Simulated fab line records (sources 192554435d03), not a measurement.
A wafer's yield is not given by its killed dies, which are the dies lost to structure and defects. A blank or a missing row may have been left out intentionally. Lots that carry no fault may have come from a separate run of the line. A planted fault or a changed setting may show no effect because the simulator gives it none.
Matching of chambers :: flow n5Finfet :: N5_BEOL_M0_DEP_125 on pecvd-02 has 3 sister chambers
The step deposits SiCN from 3MS/NH3, target thk 8 nm, time 14 s. 6 wafers are shown with their chamber, then 11 later ones without.

== EACH WAFER AND ITS CHAMBER ==
wafer: L088.1
chamber: 2
showerheadPlenumPTorr (Torr): 3.676
throttleValvePct (%): 8.3

wafer: L088.6
chamber: 2
showerheadPlenumPTorr (Torr): 3.683
throttleValvePct (%): 8.6

wafer: L089.1
chamber: 1
showerheadPlenumPTorr (Torr): 3.671
throttleValvePct (%): 9.3

wafer: L089.2
chamber: 0
showerheadPlenumPTorr (Torr): 3.677
throttleValvePct (%): 9.0

wafer: L089.6
chamber: 1
showerheadPlenumPTorr (Torr): 3.658
throttleValvePct (%): 9.7

wafer: L090.1
chamber: 0
showerheadPlenumPTorr (Torr): 3.682
throttleValvePct (%): 9.2

== WAFERS WITH NO CHAMBER GIVEN ==
wafer: L090.3
showerheadPlenumPTorr (Torr): 3.690
throttleValvePct (%): 9.3

wafer: L090.5
showerheadPlenumPTorr (Torr): 3.659
throttleValvePct (%): 9.6

wafer: L091.1
showerheadPlenumPTorr (Torr): 3.668
throttleValvePct (%): 9.6

wafer: L091.4
showerheadPlenumPTorr (Torr): 3.658
throttleValvePct (%): 9.6

wafer: L091.5
showerheadPlenumPTorr (Torr): 3.670
throttleValvePct (%): 9.4

wafer: L093.3
showerheadPlenumPTorr (Torr): 3.673
throttleValvePct (%): 8.2

wafer: L093.4
showerheadPlenumPTorr (Torr): 3.678
throttleValvePct (%): 8.0

wafer: L093.6
showerheadPlenumPTorr (Torr): 3.667
throttleValvePct (%): 9.4

wafer: L094.4
showerheadPlenumPTorr (Torr): 3.685
throttleValvePct (%): 7.9

wafer: L094.5
showerheadPlenumPTorr (Torr): 3.663
throttleValvePct (%): 9.5

wafer: L094.6
showerheadPlenumPTorr (Torr): 3.675
throttleValvePct (%): 9.1

== WHICH CHAMBER EACH WENT THROUGH ==
wafer: L090.3
from the rows above: 0
in truth: 0

wafer: L090.5
from the rows above: 1
in truth: 1

wafer: L091.1
from the rows above: 1
in truth: 1

wafer: L091.4
from the rows above: 1
in truth: 1

wafer: L091.5
from the rows above: can't be placed: 1 or 0
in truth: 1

wafer: L093.3
from the rows above: 2
in truth: 2

wafer: L093.4
from the rows above: 2
in truth: 2

wafer: L093.6
from the rows above: can't be placed: 1 or 0
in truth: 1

wafer: L094.4
from the rows above: 2
in truth: 2

wafer: L094.5
from the rows above: 1
in truth: 1

wafer: L094.6
from the rows above: can't be placed: 0 or 1
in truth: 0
Correctly placed: 8 of 11. Can't be placed from these rows: 3 (the true chamber is among the candidates in 3). Number placed wrongly: 0.
How it was worked out, from the rows above alone: a wafer's distance from a chamber is the root of the sum, over the readings, of the square of ((its reading less the chamber's mean) divided by the reading's scatter). If the next closest chamber is less than 2 further off than the closest, the wafer can't be placed; otherwise it belongs to the closest. A chamber's mean is the mean of its shown wafers. The scatter is the square root of a quotient: the sum, over the shown wafers, of each reading's squared deviation from its chamber's mean, divided by wafers minus chambers.
